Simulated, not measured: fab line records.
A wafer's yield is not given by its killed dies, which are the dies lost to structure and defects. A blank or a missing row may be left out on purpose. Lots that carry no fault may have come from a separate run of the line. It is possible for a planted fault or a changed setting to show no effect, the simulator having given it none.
Matching of chambers | flow n5Finfet | N5_DUMMY_GATE_ALD_02 on aldSin-01: 4 sister chambers
The step deposits SiO2, target thk 2 nm, pulse time 1 s. 22 wafers are shown with their chamber, then 11 later ones without.

WAFERS, EACH WITH ITS CHAMBER
wafer  | chamber | heaterPowerW (W) | precursorPulseHeightRel
L076.3 | 1       | 427              | 1.035
L076.4 | 2       | 484              | 0.984
L076.6 | 3       | 497              | 1.021
L077.2 | 3       | 477              | 1.003
L077.4 | 2       | 488              | 0.995
L077.5 | 0       | 508              | 1.000
L078.1 | 3       | 483              | 1.022
L078.3 | 1       | 441              | 0.977
L078.5 | 0       | 520              | 0.971
L082.2 | 1       | 428              | 0.988
L082.3 | 2       | 485              | 1.009
L082.4 | 1       | 440              | 0.992
L084.1 | 1       | 441              | 0.994
L084.2 | 3       | 497              | 1.001
L084.4 | 1       | 438              | 1.027
L086.3 | 3       | 498              | 0.978
L086.4 | 2       | 466              | 0.967
L086.5 | 0       | 514              | 1.000
L087.1 | 0       | 526              | 1.001
L087.2 | 3       | 496              | 0.999
L087.3 | 2       | 494              | 1.014
L088.2 | 2       | 467              | 1.004

SIGNATURES (means of the wafers above)
reading                 | chamber 0 | chamber 1 | chamber 2 | chamber 3 | scatter within a chamber
heaterPowerW            | 517.00    | 435.83    | 480.67    | 491.33    | 9.02
precursorPulseHeightRel | 0.99300   | 1.00217   | 0.99550   | 1.00400   | 0.0186
Rule: for a wafer and a chamber, the distance is found by dividing, reading by reading, the gap between the wafer's reading and the chamber's mean by the reading's scatter, squaring, summing and taking the root. The wafer belongs to the nearest chamber; if the next one is less than 2 further off, it can't be placed. The scatter: take each reading less its chamber's mean, square it, sum over the shown wafers, divide by the number of wafers less the number of chambers, and take the root.

WAFERS MISSING THEIR CHAMBER
wafer  | heaterPowerW (W) | precursorPulseHeightRel
L088.3 | 494              | 1.020
L088.5 | 483              | 1.018
L089.3 | 483              | 0.999
L089.5 | 487              | 0.964
L089.6 | 431              | 1.007
L093.2 | 513              | 0.986
L093.3 | 452              | 1.016
L093.6 | 511              | 1.011
L097.1 | 429              | 0.998
L097.3 | 496              | 1.023
L097.6 | 487              | 0.995

EACH ONE'S CHAMBER
wafer  | from the rows above          | in truth
L088.3 | can't be placed: 3 or 2      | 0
L088.5 | can't be placed: 3 or 2      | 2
L089.3 | can't be placed: 2 or 3      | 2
L089.5 | can't be placed: 2 or 3 or 0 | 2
L089.6 | 1                            | 1
L093.2 | 0                            | 0
L093.3 | can't be placed: 1 or 2      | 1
L093.6 | can't be placed: 0 or 3      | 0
L097.1 | 1                            | 1
L097.3 | can't be placed: 3 or 2 or 0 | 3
L097.6 | can't be placed: 3 or 2      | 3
Placed correctly: 3 of 11. Not placeable from these rows: 8 (in 7, the candidates include the true chamber). 0 placed wrongly.
